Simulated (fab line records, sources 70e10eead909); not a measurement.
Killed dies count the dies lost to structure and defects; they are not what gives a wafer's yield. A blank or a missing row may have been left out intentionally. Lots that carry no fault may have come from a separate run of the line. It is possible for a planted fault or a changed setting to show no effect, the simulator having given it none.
Chamber matching | flow nand harc | NHARC_P_STI_ETCH_15 on rie si-06: 4 sister chambers
The step etches the open film in HBr/Cl2, target depth 300 nm, time 100.1 s. 8 wafers are shown with their chamber, then 9 later ones without.

## WAFERS, EACH WITH ITS CHAMBER
wafer  | chamber | drypump motor current A (A) | throttle valve pct (%)
L079.2 | 1       | 6.1                         | 26.406
L079.5 | 0       | 4.8                         | 26.414
L087.1 | 0       | 4.8                         | 26.397
L087.2 | 2       | 5.4                         | 26.415
L087.3 | 3       | 6.1                         | 26.415
L087.4 | 1       | 6.1                         | 26.389
L087.5 | 2       | 5.4                         | 26.414
L087.6 | 3       | 6.2                         | 26.392

## WAFERS WITH NO CHAMBER GIVEN
wafer  | drypump motor current A (A) | throttle valve pct (%)
L091.2 | 6.1                         | 26.398
L091.5 | 6.1                         | 26.401
L091.6 | 5.5                         | 26.403
L094.1 | 6.1                         | 26.388
L094.2 | 4.8                         | 26.412
L094.3 | 6.1                         | 26.412
L097.1 | 6.1                         | 26.403
L097.5 | 4.8                         | 26.417
L097.6 | 6.1                         | 26.403

## THE CHAMBER EACH PASSED THROUGH
wafer  | from the rows above     | in truth
L091.2 | can't be placed: 1 or 3 | 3
L091.5 | can't be placed: 1 or 3 | 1
L091.6 | 2                       | 2
L094.1 | can't be placed: 1 or 3 | 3
L094.2 | 0                       | 0
L094.3 | can't be placed: 1 or 3 | 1
L097.1 | can't be placed: 1 or 3 | 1
L097.5 | 0                       | 0
L097.6 | can't be placed: 1 or 3 | 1
Correctly placed: 3 of 9. These rows do not allow placing 6 (true chamber among the candidates in 6). Number placed wrongly: 0.
How it was worked out, from the rows above alone: a wafer's distance from a chamber is the root of the sum, over the readings, of the square of ((its reading less the chamber's mean) divided by the reading's scatter). If the next closest chamber is less than 2 further off than the closest, the wafer can't be placed; otherwise it belongs to the closest. Each chamber's mean is taken over the wafers shown for it. How the scatter is found: for the shown wafers, subtract from each reading the mean of its chamber, square and add these, divide the total by (wafers less chambers), then take the root.
